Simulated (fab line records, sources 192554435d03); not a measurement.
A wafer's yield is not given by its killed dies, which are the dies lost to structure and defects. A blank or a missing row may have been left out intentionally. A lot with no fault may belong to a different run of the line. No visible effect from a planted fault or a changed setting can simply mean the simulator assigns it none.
Which of the tools did it?	flow n5 finfet	11 lots (33 wafers sampled), 1 step of a 1938-step route

## WHAT EACH GAUGE READ, for each wafer
N5_WELL_APT_INSPECT_27: inspects for defects (macro).
lot	measured	on	raw defect count
L075	day 1 21:10	defect inspect-01	1 2 2
L077	day 2 09:07	defect inspect-02	1 2 3
L079	day 2 20:57	defect inspect-01	4 2 0
L081	day 3 09:01	defect inspect-01	1 7 3
L083	day 3 21:05	defect inspect-02	1 3 3
L085	day 4 09:03	defect inspect-02	1 0 0
L088	day 5 02:55	defect inspect-02	1 3 0
L090	day 5 15:01	defect inspect-01	3 1 3
L092	day 6 02:47	defect inspect-02	3 0 3
L094	day 6 14:44	defect inspect-01	2 0 3
L096	day 7 03:08	defect inspect-02	3 4 2

## WHAT TOOL EACH LOT RAN ON (gives the tool, then ch and the chambers of the sampled wafers, and finally the start)
No process step before these readings appears in the record.

## THE ANSWER, worked out from the rows above alone
Rule: the usual values come from the lots themselves. The widest of any qualifying gaps counts: lots, ordered by their means at a reading, are off when they make up no more than a third of the lots, leave a main group of 4 or more, and stand apart from it by 3 or more times the standard deviation of that group's means. Not used: any main group whose means are identical at the precision the tables above print for the reading. A lot without any number at a reading at which 4 lots or more have one is off too. All remaining lots with rows at the step are treated as sound.
None of the lots is off at any reading shown; this tells nothing.

## WHAT THE SIMULATOR PUT IN
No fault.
